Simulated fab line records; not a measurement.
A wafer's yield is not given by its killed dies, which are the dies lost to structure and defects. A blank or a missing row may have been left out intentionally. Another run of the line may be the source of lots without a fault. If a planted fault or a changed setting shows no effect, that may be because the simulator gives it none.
Split-lot study	flow n5Finfet	21 wafers read from 7 lots, route of 1938 steps

== THE SPLIT ITSELF ==
At N5_BEOL_M14_EXPOSE_07 (exposes mask V13), the setting doseMj was moved away from the recipe's 57 on 2 of the 21 wafers read, by -4.1% to -3.8%. For the rest of the wafers, this setting stayed at what the recipe calls for.

== FROM THE SPLIT TO THE READING: what the file shows between them, 11 steps ==
- N5_BEOL_M14_PEB_08: peb time 90 s
- N5_BEOL_M14_DEVELOP_09: develop time 45 s
- N5_BEOL_M14_HARDBAKE_14: time 120 s
- N5_BEOL_M14_CD_MEAS_10: target cd 250 nm
- N5_BEOL_M14_DESCUM_15: chemistry O2, time 7.9 s
- N5_BEOL_M14_ETCH_59: etches BARC in N2/H2, target depth 89 nm, overetch 26.7 nm, time 67.9 s
- N5_BEOL_M14_VIA_ETCH_16: etches SiO2 in C4F8/O2/Ar, target depth 1231.3 nm
- N5_BEOL_M14_STRIP_63: strips in O2
- N5_BEOL_M14_STRIP_64: strips in O2
- N5_BEOL_M14_STRIP_71: strips in post etch residue remover, time 60 s
- N5_BEOL_M14_SRD_72: time 30 s, dry time 30 s

== THE READING ==
Shown in nm: cdNm at N5_BEOL_M14_CD_MEAS_17, with target cd 250 nm. A value of 250.5 nm with a standard deviation of 1.6 nm is what fault-free wafers of this fab line usually give.

wafer	tool, chamber at the split	doseMj as run	against the recipe	cdNm, nm	against lot-mates on the recipe
L075.4	krfScanner-01, 0	57	recipe	249.0	-
L075.5	krfScanner-01, 0	57	recipe	251.4	-
L075.6	krfScanner-01, 0	57	recipe	250.1	-
L079.2	krfScanner-02, 0	57	recipe	249.9	-
L079.3	krfScanner-02, 0	57	recipe	251.0	-
L079.4	krfScanner-02, 0	57	recipe	252.8	-
L082.1	krfScanner-02, 0	57	recipe	252.1	-
L082.3	krfScanner-02, 0	57	recipe	250.2	-
L082.4	krfScanner-02, 0	57	recipe	251.1	-
L083.3	krfScanner-02, 0	57	recipe	251.3	-
L083.5	krfScanner-02, 0	57	recipe	250.3	-
L083.6	krfScanner-02, 0	57	recipe	250.8	-
L086.1	krfScanner-02, 0	57	recipe	251.5	-
L086.3	krfScanner-02, 0	57	recipe	250.8	-
L086.5	krfScanner-02, 0	57	recipe	249.9	-
L092.1	krfScanner-02, 0	54.64	-4.1%	242.7	-9.6
L092.3	krfScanner-02, 0	57	recipe	252.9	-
L092.4	krfScanner-02, 0	57	recipe	251.7	-
L094.1	krfScanner-01, 0	57	recipe	250.7	-
L094.4	krfScanner-01, 0	57	recipe	251.4	-
L094.6	krfScanner-01, 0	54.85	-3.8%	244.5	-6.6

THE FIT
A straight line over all 21 wafers: cdNm changes by +1.88 nm for each +1% of doseMj; r = +0.92; the points scatter about the line by 0.98 nm.
The same after taking each lot's own level away (the mean of its wafers on the recipe; 21 wafers): +2.06 nm for each +1%; r = +0.95; scatter 0.87 nm.
On that fit, the largest move of doseMj shifts the reading by 8.5 nm.
Measured against the standard deviation above, the lots' own levels, which go from 250.17 to 252.30 nm, span 1.3 times it.
So the lot-to-lot level changes the slope little: the two slopes agree.
Check: for one of the wafers moved furthest among these (-4.1%), held out of the fit, the line's prediction against its lot-mates is -7.19 nm. It came out at -9.6 nm against them.

== FURTHER SPLITS ON THESE WAFERS ==
Other splits were also applied to these wafers ahead of the reading. Each is held against what the fit with the lots' levels taken away leaves over:
other split on the same wafers	wafers away from the commonest value	r with cdNm (lot level and that fit taken away)
N5_BEOL_M13_EXPOSE_25 doseMj	5	-0.13
N5_BEOL_M14_ILD_DEP_00 timeS	7	+0.04

== THE WHOLE CHAIN: every reading that the file lists as answering this split, in the file's order ==
step	what it does	reading	change (the file's fit)	r (the file's)
N5_BEOL_M14_CD_MEAS_10	target cd 250 nm	cdNm	+1.64 nm for each +1% of the setting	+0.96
N5_BEOL_M14_CD_MEAS_17	target cd 250 nm	cdNm	+2.05 nm for each +1% of the setting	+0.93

== FILE'S OWN FIT ==
cdNm changes by +2.05 nm for each +1% of doseMj, r = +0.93.
